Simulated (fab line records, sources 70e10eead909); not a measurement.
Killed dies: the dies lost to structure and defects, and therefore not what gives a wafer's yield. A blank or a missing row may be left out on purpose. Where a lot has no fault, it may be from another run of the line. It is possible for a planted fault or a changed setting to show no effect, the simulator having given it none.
Which tool did it?	flow nand harc	Sampling: 11 lots, 33 wafers, 5 of 1302 route steps

## WHAT THE GAUGES READ, wafer by wafer
NHARC_A_CHANNEL_HOLE_D2_OVL_MEAS_11. Usual: overlay x nm 0.2 nm, standard deviation 0.75; overlay y nm -0.2 nm, standard deviation 0.8.
lot	measured	on	overlay x nm (nm)	overlay y nm (nm)	flag
L776	day 13 08:35	overlay-01	0.8 0.6 0.8	-1.3 -0.8 -0.9	
L777	day 13 08:44	overlay-01	0.8 0.0 0.2	-1.5 -2.1 -1.8	
L778	day 14 09:15	overlay-01	0.9 0.7 0.9	-0.7 -1.0 -1.1	
L779	day 14 19:25	overlay-01	-0.1 -0.5 -0.2	0.4 0.7 0.1	
L782	day 15 19:22	overlay-02	0.1 0.2 0.0	0.1 -0.2 0.3	
L790	day 19 04:11	overlay-02	0.5 0.3 0.5	-0.1 -0.1 -0.2	
L791	day 19 06:11	overlay-02	0.5 0.1 0.6	0.8 0.7 0.4	
L792	day 20 06:23	overlay-02	-1.0 -1.4 -0.5	-1.3 -1.8 -1.1	
L795	day 20 20:35	overlay-01	1.8 1.5 2.4	0.4 0.7 0.5	
L797	day 21 23:35	overlay-02	0.0 0.2 0.1	-1.5 -1.9 -2.1	
L799	day 22 12:02	overlay-01	1.1 1.2 1.5	-0.7 -0.4 -1.2	

NHARC_END_SORT_01. Usual: killed at array 58, standard deviation 22; killed at other 1.0, standard deviation 1.3; killed at periphery 5, standard deviation 3.4; killed dies 64, standard deviation 22; killed open 3.6, standard deviation 1.8; killed short 2.4, standard deviation 1.7.
lot	measured	on	killed at array	killed at other	killed at periphery	killed dies	killed open	killed short	flag
L776	day 24 19:07	prober-01	72 67 59	0 0 0	2 1 2	74 68 61	6 2 2	3 1 3	
L777	day 24 23:37	prober-02	48 57 49	0 0 0	9 5 5	57 62 54	3 3 3	5 4 2	
L778	day 25 05:29	prober-01	55 50 55	0 1 1	3 0 1	58 51 57	4 1 4	2 1 4	
L779	day 25 18:29	prober-02	80 102 101	3 0 2	0 1 2	83 103 105	3 1 3	4 1 3	
L782	day 26 22:16	prober-02	40 617 64	2 0 1	12 5 9	54 622 74	1 5 6	3 1 4	OFF
L790	day 30 07:26	prober-01	41 50 48	0 0 1	5 2 1	46 52 50	7 4 1	6 2 8	
L791	day 30 09:10	prober-02	79 65 86	3 1 0	3 10 8	85 76 94	1 3 5	3 6 5	
L792	day 30 22:19	prober-01	74 78 90	6 0 2	6 1 5	86 79 97	3 5 4	4 4 2	
L795	day 32 06:04	prober-02	87 71 67	0 1 1	3 8 9	90 80 77	5 4 4	1 0 4	
L797	day 33 03:52	prober-02	26 27 28	1 0 1	3 3 3	30 30 32	4 2 4	6 4 3	
L799	day 33 21:13	prober-02	55 44 55	0 0 1	3 3 3	58 47 59	2 3 4	3 0 2	

## EACH LOT AND THE TOOL THAT RAN IT (in order: tool; ch and the chambers of the sampled wafers; start)
lot	NHARC_A_CHANNEL_HOLE_D2_ETCH_39	NHARC_A_CHANNEL_HOLE_D2_ETCH_16	NHARC_A_CHANNEL_HOLE_D2_ETCH_44
L776	rie diel-13 ch 0,1,2, day 13 14:39 or earlier	rie diel-13 ch 0,2,3, day 13 14:39 or earlier	rie diel-08 ch 0,2, day 13 14:39
L777	rie diel-08 ch 1,2, day 13 15:11 or earlier	rie diel-08 ch 0,2,3, day 13 15:11 or earlier	rie diel-13 ch 0,1,3, day 13 15:11
L778	rie diel-07 ch 0,3, day 14 15:16 or earlier	rie diel-07 ch 0,2,3, day 14 15:16 or earlier	rie diel-13 ch 1,2,3, day 14 15:16
L779	rie diel-07 ch 0,2,3, day 15 03:53 or earlier	rie diel-07 ch 0,1,2, day 15 03:53 or earlier	rie diel-07 ch 0,1,2, day 15 03:53
L782	rie diel-07 ch 0,1,2, day 16 01:55 or earlier	rie diel-07 ch 0,2,3, day 16 01:55 or earlier	rie diel-07 ch 0,1,2, day 16 01:55
L790	rie diel-13 ch 0,2, day 19 10:11 or earlier	rie diel-13 ch 0,2, day 19 10:11 or earlier	rie diel-13 ch 1,2,3, day 19 10:11
L791	rie diel-08 ch 0,1,3, day 19 12:11 or earlier	rie diel-08 ch 0,2,3, day 19 12:11 or earlier	rie diel-07 ch 0,1, day 19 12:11
L792	rie diel-07 ch 0,1,2, day 20 12:23 or earlier	rie diel-07 ch 2,3, day 20 12:23 or earlier	rie diel-07 ch 2,3, day 20 12:23
L795	rie diel-08 ch 0,2,3, day 21 02:36 or earlier	rie diel-08 ch 0,1,3, day 21 02:36 or earlier	rie diel-13 ch 0,1,2, day 21 02:36
L797	rie diel-07 ch 1,2,3, day 22 06:11 or earlier	rie diel-07 ch 0,2,3, day 22 06:11 or earlier	rie diel-07 ch 0,2,3, day 22 06:11
L799	rie diel-08 ch 0,1, day 22 18:14 or earlier	rie diel-08 ch 0,1,3, day 22 18:14 or earlier	rie diel-07 ch 1,2,3, day 22 18:14
- NHARC_A_CHANNEL_HOLE_D2_ETCH_39: etches the open film in N2/H2, target depth 260 nm, time 325 s.
- NHARC_A_CHANNEL_HOLE_D2_ETCH_16: etches the open film in O2/COS, target depth 3100 nm, time 806 s.
- NHARC_A_CHANNEL_HOLE_D2_ETCH_44: etches the open film in CF4/O2, target depth 140 nm, overetch 14 nm, time 77 s.

## WHAT THE TOOLS THEMSELVES READ (means of the sampled wafers that have a number; where no wafer has one, the mark that the record gives instead)
NHARC_A_CHANNEL_HOLE_D2_ETCH_39. Usual: drypump motor current A 5.8 A, standard deviation 0.34; oes product au 1.000 a.u., standard deviation 0.012; rf vpp V 430.9 V, standard deviation 2.8; showerhead plenum p Torr 2.05 Torr, standard deviation 0.1; throttle valve pct 14.172 %, standard deviation 0.0091.
lot	tool	drypump motor current A (A)	oes product au (a.u.)	rf vpp V (V)	showerhead plenum p Torr (Torr)	throttle valve pct (%)	flag
L776	rie diel-13	6.1	1.016	432.5	2.09	14.169	
L777	rie diel-08	5.5	1.001	429.7	2.00	14.176	
L778	rie diel-07	5.9	0.990	432.7	2.19	14.171	
L779	rie diel-07	5.7	0.996	431.3	2.09	14.170	
L782	rie diel-07	5.5	1.011	429.4	2.01	14.170	
L790	rie diel-13	6.1	0.998	430.4	2.03	14.179	
L791	rie diel-08	5.8	1.000	429.6	2.01	14.165	
L792	rie diel-07	5.5	1.013	429.2	2.01	14.169	
L795	rie diel-08	5.6	0.999	429.9	2.04	14.175	
L797	rie diel-07	5.7	0.995	429.5	2.01	14.169	
L799	rie diel-08	5.8	0.999	430.2	2.03	14.176	

NHARC_A_CHANNEL_HOLE_D2_ETCH_16. Usual: drypump motor current A 5.8 A, standard deviation 0.33; oes product au 0.998 a.u., standard deviation 0.012; rf vpp V 314.4 V, standard deviation 2.4; showerhead plenum p Torr 3.14 Torr, standard deviation 0.14; throttle valve pct 28.329 %, standard deviation 0.0091.
lot	tool	drypump motor current A (A)	oes product au (a.u.)	rf vpp V (V)	showerhead plenum p Torr (Torr)	throttle valve pct (%)	flag
L776	rie diel-13	6.0	1.011	314.0	3.13	28.335	
L777	rie diel-08	5.6	0.998	314.4	3.13	28.326	
L778	rie diel-07	5.7	0.995	314.2	3.19	28.325	
L779	rie diel-07	5.5	0.999	313.6	3.08	28.325	
L782	rie diel-07	5.7	0.996	315.7	3.19	28.337	
L790	rie diel-13	6.1	0.990	313.4	3.11	28.335	
L791	rie diel-08	5.7	0.995	313.7	3.12	28.326	
L792	rie diel-07	5.9	1.012	314.4	3.19	28.336	
L795	rie diel-08	5.8	0.992	314.4	3.09	28.327	
L797	rie diel-07	5.7	1.002	314.7	3.18	28.324	
L799	rie diel-08	5.8	1.002	313.9	3.09	28.320	

NHARC_A_CHANNEL_HOLE_D2_ETCH_44. Usual: drypump motor current A 5.8 A, standard deviation 0.32; oes product au 0.998 a.u., standard deviation 0.012; rf vpp V 197.9 V, standard deviation 1.6; showerhead plenum p Torr 1.34 Torr, standard deviation 0.071; throttle valve pct 13.397 %, standard deviation 0.0085.
lot	tool	drypump motor current A (A)	oes product au (a.u.)	rf vpp V (V)	showerhead plenum p Torr (Torr)	throttle valve pct (%)	flag
L776	rie diel-08	5.8	0.988	199.1	1.39	13.402	
L777	rie diel-13	6.1	1.005	198.8	1.38	13.399	
L778	rie diel-13	5.9	1.009	197.3	1.35	13.398	
L779	rie diel-07	5.5	1.006	197.9	1.32	13.388	
L782	rie diel-07	5.5	0.979	197.5	1.32	13.394	
L790	rie diel-13	5.9	0.996	198.1	1.35	13.400	
L791	rie diel-07	5.5	1.004	197.2	1.33	13.393	
L792	rie diel-07	5.9	0.998	199.1	1.37	13.392	
L795	rie diel-13	6.1	1.001	199.0	1.37	13.400	
L797	rie diel-07	5.7	0.999	197.5	1.36	13.400	
L799	rie diel-07	5.7	0.973	197.1	1.31	13.397	

## THE ANSWER, worked out from the rows above alone
Rule: lot off if the mean of its wafers having a number is beyond 3 standard deviations from the usual mean. Also off: a lot with no number at a reading for which 4 or more lots have one. The other lots that the step has rows for count as sound. The gauges are gone through in route order, then the tools' own readings, and for those a lot's mean is taken as printed above. At the first step where some lot is off, the reading lying furthest off is the one used; lots without a number count as furthest.
Off at NHARC_END_SORT_01 (killed dies): L782.
A tool fits if, at a process step before that reading, it ran every lot that is off, and no sound lot after the first of them. Gauges at NHARC_END_SORT_01: tried the same way as those tools. NHARC_A_CHANNEL_HOLE_D2_ETCH_39 gives no start for some lots, so the hours and the order of its lots are those of NHARC_A_CHANNEL_HOLE_D2_ETCH_44. NHARC_A_CHANNEL_HOLE_D2_ETCH_16 gives no start for some lots, so the hours and the order of its lots are those of NHARC_A_CHANNEL_HOLE_D2_ETCH_44. Not one of the candidates tried fits.

## WHAT HAD BEEN PUT IN BY THE SIMULATOR
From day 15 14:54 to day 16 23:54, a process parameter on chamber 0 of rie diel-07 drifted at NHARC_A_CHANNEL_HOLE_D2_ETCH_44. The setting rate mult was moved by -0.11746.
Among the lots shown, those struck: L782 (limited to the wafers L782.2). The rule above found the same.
